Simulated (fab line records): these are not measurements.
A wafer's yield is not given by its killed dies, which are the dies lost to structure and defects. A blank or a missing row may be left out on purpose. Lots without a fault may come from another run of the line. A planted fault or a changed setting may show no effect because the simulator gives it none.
Lot-split experiment || flow n5-finfet || 21 wafers read from 7 lots, route of 1938 steps

## SPLIT DETAILS
At N5_BEOL_M5_DEP_56 (deposits SiCN from 3MS/NH3, target thk 8 nm, time 14 s), the setting time-s was moved away from the recipe's 14 s on 6 of the 21 wafers read, by -12.4% to +13.6%. This setting was run at the recipe's value on the other wafers.

The reading is taken at the split's own step.

## THE READING
SiCN_of_BEOL_M5_DEP_56.thk-nm (the simulator's own value, which no gauge read), in nm, at N5_BEOL_M5_DEP_56 (deposits SiCN from 3MS/NH3, target thk 8 nm, time 14 s). No usual value for it is given in the file. Here, 15 wafers ran the recipe; their average is 8.0 nm with a standard deviation of 0.14 nm.

{"wafer": "L077.3", "tool, chamber at the split": "pecvd-04, 1", "time-s as run, s": 15.91, "against the recipe": "+13.6%", "SiCN_of_BEOL_M5_DEP_56.thk-nm, nm": 9, "against lot-mates on the recipe": "+0.8"}
{"wafer": "L077.5", "tool, chamber at the split": "pecvd-04, 1", "time-s as run, s": 15.91, "against the recipe": "+13.6%", "SiCN_of_BEOL_M5_DEP_56.thk-nm, nm": 9.2, "against lot-mates on the recipe": "+1.0"}
{"wafer": "L077.6", "tool, chamber at the split": "pecvd-04, 2", "time-s as run, s": 14, "against the recipe": "recipe", "SiCN_of_BEOL_M5_DEP_56.thk-nm, nm": 8.2, "against lot-mates on the recipe": "-"}
{"wafer": "L078.1", "tool, chamber at the split": "pecvd-02, 0", "time-s as run, s": 14, "against the recipe": "recipe", "SiCN_of_BEOL_M5_DEP_56.thk-nm, nm": 8, "against lot-mates on the recipe": "-"}
{"wafer": "L078.2", "tool, chamber at the split": "pecvd-02, 2", "time-s as run, s": 14, "against the recipe": "recipe", "SiCN_of_BEOL_M5_DEP_56.thk-nm, nm": 7.8, "against lot-mates on the recipe": "-"}
{"wafer": "L078.3", "tool, chamber at the split": "pecvd-02, 1", "time-s as run, s": 14, "against the recipe": "recipe", "SiCN_of_BEOL_M5_DEP_56.thk-nm, nm": 8.2, "against lot-mates on the recipe": "-"}
{"wafer": "L083.4", "tool, chamber at the split": "pecvd-03, 2", "time-s as run, s": 14, "against the recipe": "recipe", "SiCN_of_BEOL_M5_DEP_56.thk-nm, nm": 7.8, "against lot-mates on the recipe": "-"}
{"wafer": "L083.5", "tool, chamber at the split": "pecvd-03, 0", "time-s as run, s": 12.27, "against the recipe": "-12.4%", "SiCN_of_BEOL_M5_DEP_56.thk-nm, nm": 7, "against lot-mates on the recipe": -0.9}
{"wafer": "L083.6", "tool, chamber at the split": "pecvd-03, 1", "time-s as run, s": 14, "against the recipe": "recipe", "SiCN_of_BEOL_M5_DEP_56.thk-nm, nm": 8, "against lot-mates on the recipe": "-"}
{"wafer": "L086.1", "tool, chamber at the split": "pecvd-02, 1,2,1", "time-s as run, s": 14, "against the recipe": "recipe", "SiCN_of_BEOL_M5_DEP_56.thk-nm, nm": 8, "against lot-mates on the recipe": "-"}
{"wafer": "L086.4", "tool, chamber at the split": "pecvd-02, 1,2,1", "time-s as run, s": 14, "against the recipe": "recipe", "SiCN_of_BEOL_M5_DEP_56.thk-nm, nm": 8, "against lot-mates on the recipe": "-"}
{"wafer": "L086.5", "tool, chamber at the split": "pecvd-02, 1,2,1", "time-s as run, s": 14, "against the recipe": "recipe", "SiCN_of_BEOL_M5_DEP_56.thk-nm, nm": 8, "against lot-mates on the recipe": "-"}
{"wafer": "L088.2", "tool, chamber at the split": "pecvd-02, 0", "time-s as run, s": 14, "against the recipe": "recipe", "SiCN_of_BEOL_M5_DEP_56.thk-nm, nm": 8, "against lot-mates on the recipe": "-"}
{"wafer": "L088.3", "tool, chamber at the split": "pecvd-02, 2", "time-s as run, s": 13.14, "against the recipe": "-6.1%", "SiCN_of_BEOL_M5_DEP_56.thk-nm, nm": 7.4, "against lot-mates on the recipe": -0.6}
{"wafer": "L088.5", "tool, chamber at the split": "pecvd-02, 2", "time-s as run, s": 13.14, "against the recipe": "-6.1%", "SiCN_of_BEOL_M5_DEP_56.thk-nm, nm": 7.6, "against lot-mates on the recipe": -0.4}
{"wafer": "L087.1", "tool, chamber at the split": "pecvd-02, 0,1", "time-s as run, s": 14, "against the recipe": "recipe", "SiCN_of_BEOL_M5_DEP_56.thk-nm, nm": 8, "against lot-mates on the recipe": "-"}
{"wafer": "L087.4", "tool, chamber at the split": "pecvd-02, 0,1", "time-s as run, s": 14, "against the recipe": "recipe", "SiCN_of_BEOL_M5_DEP_56.thk-nm, nm": 8, "against lot-mates on the recipe": "-"}
{"wafer": "L087.6", "tool, chamber at the split": "pecvd-02, 2", "time-s as run, s": 14, "against the recipe": "recipe", "SiCN_of_BEOL_M5_DEP_56.thk-nm, nm": 8.2, "against lot-mates on the recipe": "-"}
{"wafer": "L092.2", "tool, chamber at the split": "pecvd-02, 0", "time-s as run, s": 15.03, "against the recipe": "+7.4%", "SiCN_of_BEOL_M5_DEP_56.thk-nm, nm": 8.4, "against lot-mates on the recipe": "+0.6"}
{"wafer": "L092.3", "tool, chamber at the split": "pecvd-02, 2,1", "time-s as run, s": 14, "against the recipe": "recipe", "SiCN_of_BEOL_M5_DEP_56.thk-nm, nm": 7.8, "against lot-mates on the recipe": "-"}
{"wafer": "L092.5", "tool, chamber at the split": "pecvd-02, 2,1", "time-s as run, s": 14, "against the recipe": "recipe", "SiCN_of_BEOL_M5_DEP_56.thk-nm, nm": 7.8, "against lot-mates on the recipe": "-"}
The file does not say which wafer passed through which chamber wherever a row lists several chambers: such a row stands for several wafers.

THE FIT
A straight line over all 21 wafers: SiCN_of_BEOL_M5_DEP_56.thk-nm changes by +0.0789 nm for each +1% of time-s; r = +0.96; the points scatter about the line by 0.14 nm.
The same after taking each lot's own level away (the mean of its wafers on the recipe; 21 wafers): +0.0708 nm for each +1%; r = +0.97; scatter 0.1 nm.
That fit puts the effect of the largest move of time-s on the reading at 0.97 nm.
From 7.80 to 8.20 nm: that is the span of the lots' own levels, equal to 2.9 times the standard deviation above.
In other words, the slope is changed by the lot-to-lot level; the two fits disagree.
Check: with one of the wafers moved furthest among these (+13.6%) left out of the fit, the line predicts +1.03 nm for it against its lot-mates. It came out at +0.8 nm against them.

## OTHER SPLITS APPLIED TO THESE WAFERS
Before the reading, these wafers also passed through other splits. Each is held against what the fit with the lots' levels taken away leaves over:
{"other split on the same wafers": "N5_BEOL_M5_EXPOSE_08 dose-mj", "wafers away from the commonest value": 8, "r with SiCN_of_BEOL_M5_DEP_56.thk-nm (lot level and that fit taken away)": "+0.17"}

## FILE'S OWN FIT
SiCN_of_BEOL_M5_DEP_56.thk-nm changes by +0.0717 nm for each +1% of time-s, r = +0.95.
